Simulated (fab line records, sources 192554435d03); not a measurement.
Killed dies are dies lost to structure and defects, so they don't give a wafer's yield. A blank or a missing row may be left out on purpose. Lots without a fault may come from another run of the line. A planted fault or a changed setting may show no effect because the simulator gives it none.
Chamber matching | flow n5_finfet | N5_MOL_CONTACT_COAG_STRIP_98 on rie_diel-02: 4 sister chambers
The step strips in N2/H2. 14 wafers are shown with their chamber, then 7 later ones without.

WAFERS WITH THEIR CHAMBER
wafer  | chamber | drypump_motor_current_A (A) | showerhead_plenum_p_Torr (Torr) | throttle_valve_pct (%)
L079.3 | 1       | 5.5                         | 3.54                            | 18.66
L079.4 | 1       | 5.5                         | 3.54                            | 18.67
L079.6 | 3       | 5.9                         | 3.49                            | 18.98
L080.1 | 0       | 5.3                         | 3.57                            | 18.62
L080.2 | 1       | 5.4                         | 3.54                            | 18.69
L080.6 | 0       | 5.3                         | 3.57                            | 18.62
L086.1 | 2       | 6.4                         | 3.32                            | 19.37
L086.4 | 0       | 5.3                         | 3.56                            | 18.67
L086.5 | 3       | 5.9                         | 3.48                            | 19.03
L089.1 | 3       | 5.9                         | 3.48                            | 19.01
L089.2 | 2       | 6.4                         | 3.31                            | 19.39
L089.5 | 3       | 5.9                         | 3.48                            | 19.04
L091.3 | 2       | 6.4                         | 3.31                            | 19.37
L091.4 | 0       | 5.3                         | 3.56                            | 18.70

SIGNATURES (means of the wafers above)
reading                  | chamber 0 | chamber 1 | chamber 2 | chamber 3 | scatter within a chamber
drypump_motor_current_A  | 5.300     | 5.467     | 6.400     | 5.900     | 0.0258
showerhead_plenum_p_Torr | 3.5650    | 3.5400    | 3.3133    | 3.4825    | 0.00492
throttle_valve_pct       | 18.6525   | 18.6733   | 19.3767   | 19.0150   | 0.0274
Rule: a wafer's distance from a chamber is the root of the sum, over the readings, of the square of ((its reading less the chamber's mean) divided by the reading's scatter). The wafer belongs to the nearest chamber; if the next one is less than 2 further off, it can't be placed. The scatter: the root of (the sum of the squares of (reading less its chamber's mean) over the shown wafers, divided by (wafers less chambers)).

WAFERS WITHOUT THEIR CHAMBER
wafer  | drypump_motor_current_A (A) | showerhead_plenum_p_Torr (Torr) | throttle_valve_pct (%)
L091.5 | 6.4                         | 3.31                            | 19.38
L094.1 | 5.9                         | 3.47                            | 19.02
L094.2 | 5.3                         | 3.55                            | 18.66
L094.4 | 5.5                         | 3.52                            | 18.67
L096.1 | 6.4                         | 3.31                            | 18.97
L096.2 | 5.9                         | 3.47                            | 19.07
L096.3 | 5.5                         | 3.52                            | 18.72

WHICH CHAMBER EACH WENT THROUGH
wafer  | from the rows above | in truth
L091.5 | 2                   | 2
L094.1 | 3                   | 3
L094.2 | 0                   | 0
L094.4 | 1                   | 1
L096.1 | 2                   | 2
L096.2 | 3                   | 3
L096.3 | 1                   | 1
Placed correctly: 7 of 7. Can't be placed from these rows: 0. Placed wrongly: 0.
